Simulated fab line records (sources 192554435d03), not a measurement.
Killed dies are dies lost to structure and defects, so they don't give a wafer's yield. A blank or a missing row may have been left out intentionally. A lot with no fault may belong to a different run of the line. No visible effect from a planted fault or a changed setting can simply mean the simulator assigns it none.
Chamber matching ; flow n5Finfet ; N5_BEOL_M10_ALD_74 on aldMetal-03: 4 sister chambers
The step deposits TaN, target thk 2 nm, pulse time 2 s, purge time 3 s. 8 wafers are shown with their chamber, then 12 later ones without.

== WAFERS WITH THEIR CHAMBER ==
wafer;chamber;heaterPowerW (W);susceptorTempC (C)
L083.5;1;480;274.78
L084.3;1;472;274.76
L081.5;0;427;275.14
L082.1;2;454;275.10
L082.5;3;386;274.85
L085.1;0;426;274.85
L085.5;3;386;274.95
L085.6;2;444;274.77

== WAFERS WHOSE CHAMBER IS MISSING ==
wafer;heaterPowerW (W);susceptorTempC (C)
L090.3;392;274.96
L090.5;475;275.39
L090.6;438;274.79
L089.1;422;275.05
L089.2;443;274.79
L089.5;378;275.15
L092.2;474;275.03
L092.3;433;274.89
L092.5;388;274.96
L094.2;440;275.24
L094.3;390;275.31
L094.5;434;275.24

== EACH ONE'S CHAMBER ==
wafer;from the rows above;in truth
L090.3;3;3
L090.5;1;1
L090.6;can't be placed: 2 or 0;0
L089.1;0;0
L089.2;2;2
L089.5;3;3
L092.2;1;1
L092.3;can't be placed: 0 or 2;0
L092.5;3;3
L094.2;can't be placed: 2 or 0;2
L094.3;3;3
L094.5;can't be placed: 0 or 2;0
8 of 12 placed correctly. These rows do not allow placing 4 (true chamber among the candidates in 4). Wrongly placed: 0.
How it was worked out, from the rows above alone: a wafer's distance from a chamber is the root of the sum, over the readings, of the square of ((its reading less the chamber's mean) divided by the reading's scatter). The wafer belongs to the nearest chamber; if the next one is less than 2 further off, it can't be placed. Each chamber's mean is taken over the wafers shown for it. How the scatter is found: for the shown wafers, subtract from each reading the mean of its chamber, square and add these, divide the total by (wafers less chambers), then take the root.
